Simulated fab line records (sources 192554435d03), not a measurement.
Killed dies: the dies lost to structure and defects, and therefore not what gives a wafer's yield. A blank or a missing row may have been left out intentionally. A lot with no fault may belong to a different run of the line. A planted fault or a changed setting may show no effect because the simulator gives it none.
Matching of chambers -- flow n5Finfet -- N5_GATE_CUT_ETCH_37 on rieDiel-05 has 4 sister chambers
The step etches SOC in N2/H2, target depth 60 nm, overetch 12 nm, time 90 s. 8 wafers are shown with their chamber, then 9 later ones without.

WAFERS PAIRED WITH THEIR CHAMBERS
wafer,chamber,showerheadPlenumPTorr (Torr),throttleValvePct (%)
L075.2,3,2.43,17.66
L078.1,3,2.43,17.68
L078.2,1,2.60,18.14
L084.3,1,2.59,18.15
L084.5,2,2.43,17.98
L085.2,2,2.43,18.00
L085.4,0,2.63,18.64
L085.6,0,2.63,18.62

WAFERS WITHOUT THEIR CHAMBER
wafer,showerheadPlenumPTorr (Torr),throttleValvePct (%)
L087.1,2.43,18.00
L087.2,2.63,18.63
L087.3,2.42,17.70
L087.4,2.59,18.15
L087.5,2.43,18.01
L087.6,2.59,18.16
L093.2,2.43,18.02
L093.4,2.42,17.71
L093.6,2.43,18.03

WHICH CHAMBER EACH ONE RAN IN
wafer,from the rows above,in truth
L087.1,2,2
L087.2,0,0
L087.3,3,3
L087.4,1,1
L087.5,2,2
L087.6,1,1
L093.2,2,2
L093.4,3,3
L093.6,2,2
Correctly placed: 9 of 9. Number that these rows cannot place: 0. Placed wrongly: 0.
How it was worked out, from the rows above alone: a wafer's distance from a chamber is the root of the sum, over the readings, of the square of ((its reading less the chamber's mean) divided by the reading's scatter). If the next closest chamber is less than 2 further off than the closest, the wafer can't be placed; otherwise it belongs to the closest. Each chamber's mean is taken over the wafers shown for it. The scatter: take each reading less its chamber's mean, square it, sum over the shown wafers, divide by the number of wafers less the number of chambers, and take the root.
